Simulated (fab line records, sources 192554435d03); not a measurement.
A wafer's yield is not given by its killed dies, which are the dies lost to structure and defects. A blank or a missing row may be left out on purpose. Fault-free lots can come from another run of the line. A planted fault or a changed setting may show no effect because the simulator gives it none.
Chamber matching | flow n5-finfet | ald-sin-04 running N5_GATE_CUT_ALD_22: 4 sister chambers
The step deposits SiNx, target thk 16 nm, pulse time 1 s, ald cycles 320. 4 wafers are shown with their chamber, then 10 later ones without.

EACH WAFER AND ITS CHAMBER
wafer  | chamber | heater-power-outer-w (W)
L088.3 | 0       | 392
L088.6 | 1       | 467
L089.2 | 2       | 452
L089.4 | 3       | 500

WAFERS MISSING THEIR CHAMBER
wafer  | heater-power-outer-w (W)
L089.5 | 446
L091.1 | 497
L091.3 | 435
L091.4 | 461
L097.1 | 445
L097.2 | 459
L097.6 | 457
L094.1 | 440
L094.2 | 401
L094.6 | 448

WHICH CHAMBER EACH WENT THROUGH
wafer  | from the rows above     | in truth
L089.5 | can't be placed: 2 or 1 | 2
L091.1 | 3                       | 3
L091.3 | can't be placed: 2 or 1 | 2
L091.4 | can't be placed: 1 or 2 | 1
L097.1 | can't be placed: 2 or 1 | 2
L097.2 | can't be placed: 2 or 1 | 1
L097.6 | can't be placed: 2 or 1 | 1
L094.1 | can't be placed: 2 or 1 | 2
L094.2 | 0                       | 0
L094.6 | can't be placed: 2 or 1 | 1
Correctly placed: 2 of 10. Can't be placed from these rows: 8 (the true chamber is among the candidates in 8). Number placed wrongly: 0.
How it was worked out, from the rows above alone: a wafer's distance from a chamber is the root of the sum, over the readings, of the square of ((its reading less the chamber's mean) divided by the reading's scatter). The wafer belongs to the nearest chamber; if the next one is less than 2 further off, it can't be placed. A chamber's mean is the mean of its shown wafers. The scatter (one wafer shown for each chamber): square how far every hidden wafer sits from the nearest shown wafer, average those squares and take the square root.
